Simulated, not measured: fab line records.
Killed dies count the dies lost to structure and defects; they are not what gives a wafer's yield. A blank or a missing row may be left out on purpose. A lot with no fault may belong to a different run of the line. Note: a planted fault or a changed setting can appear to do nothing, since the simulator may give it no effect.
Which tool did it? :: flow nand harc :: 6 lots with 18 wafers sampled at 5 steps, on a route of 1159 steps

WHAT THE GAUGES READ, wafer by wafer
NHARC_END_SORT_01.
lot: L646
measured: day 22 23:43
on: prober-01
killed at array: 33 26 33

WHAT TOOL EACH LOT RAN ON (gives the tool, then ch and the chambers of the sampled wafers, and finally the start)
lot: L633
NHARC_A_STAIRCASE_DEP_301: pecvd-03 ch 0,2, day 12 11:01
NHARC_A_STAIRCASE_ETCH_315: rie diel-02 ch 0,3, day 12 22:07 or earlier
NHARC_A_STAIRCASE_ALD_420: ald hk-04 ch 0,2,3, day 12 22:07
NHARC_A_STAIRCASE_DEP_325: pecvd-01 ch 0,1,2, day 13 23:27

lot: L632
NHARC_A_STAIRCASE_DEP_301: pecvd-02 ch 0,1, day 12 15:36
NHARC_A_STAIRCASE_ETCH_315: rie diel-08 ch 1,3, day 13 02:28 or earlier
NHARC_A_STAIRCASE_ALD_420: ald hk-04 ch 0,3, day 13 02:28
NHARC_A_STAIRCASE_DEP_325: pecvd-03 ch 0,1, day 14 03:40

lot: L643
NHARC_A_STAIRCASE_DEP_301: pecvd-02 ch 0,1,2, day 14 20:13
NHARC_A_STAIRCASE_ETCH_315: rie diel-08 ch 2,3, day 15 07:27 or earlier
NHARC_A_STAIRCASE_ALD_420: ald hk-01 ch 0,2,3, day 15 07:27
NHARC_A_STAIRCASE_DEP_325: pecvd-03 ch 0,1, day 16 09:52

lot: L646
NHARC_A_STAIRCASE_DEP_301: pecvd-03 ch 0,1,2, day 15 11:56
NHARC_A_STAIRCASE_ETCH_315: rie diel-02 ch 0,1, day 15 20:40 or earlier
NHARC_A_STAIRCASE_ALD_420: ald hk-04 ch 1,3, day 15 20:40
NHARC_A_STAIRCASE_DEP_325: pecvd-01 ch 0,1, day 16 23:07

lot: L649
NHARC_A_STAIRCASE_DEP_301: pecvd-01 ch 0,1, day 16 06:57
NHARC_A_STAIRCASE_ETCH_315: rie diel-08 ch 1,2,3, day 16 17:10 or earlier
NHARC_A_STAIRCASE_ALD_420: ald hk-04 ch 0,1,2, day 16 17:10
NHARC_A_STAIRCASE_DEP_325: pecvd-02 ch 0,1,2, day 17 16:20

lot: L651
NHARC_A_STAIRCASE_DEP_301: pecvd-03 ch 0,2, day 16 19:57
NHARC_A_STAIRCASE_ETCH_315: rie diel-07 ch 0,1,3, day 17 06:47 or earlier
NHARC_A_STAIRCASE_ALD_420: ald hk-04 ch 1,2,3, day 17 06:47
NHARC_A_STAIRCASE_DEP_325: pecvd-02 ch 0,1, day 18 06:53
- NHARC_A_STAIRCASE_DEP_301: deposits SiON, target thk 30 nm.
- NHARC_A_STAIRCASE_ETCH_315: etches the open film in C4F8/O2/Ar, target depth 2500 nm, time 607.1 s.
- NHARC_A_STAIRCASE_ALD_420: deposits SiO2, target thk 20 nm, pulse time 6 s, ald cycles 200.
- NHARC_A_STAIRCASE_DEP_325: deposits SiO2, target thk 3800 nm.

THE ANSWER, worked out from the rows above alone
Rule: the usual values come from the lots themselves. The widest of any qualifying gaps counts: lots, ordered by their means at a reading, are off when they make up no more than a third of the lots, leave a main group of 4 or more, and stand apart from it by 3 or more times the standard deviation of that group's means. A main group whose means are all the same, to the digits that the tables above print for the reading, isn't used. A lot without any number at a reading at which 4 lots or more have one is off too. All remaining lots with rows at the step are treated as sound.
Across all readings shown, no lot is off: no conclusion can be drawn from this.

WHAT THE SIMULATOR PUT IN
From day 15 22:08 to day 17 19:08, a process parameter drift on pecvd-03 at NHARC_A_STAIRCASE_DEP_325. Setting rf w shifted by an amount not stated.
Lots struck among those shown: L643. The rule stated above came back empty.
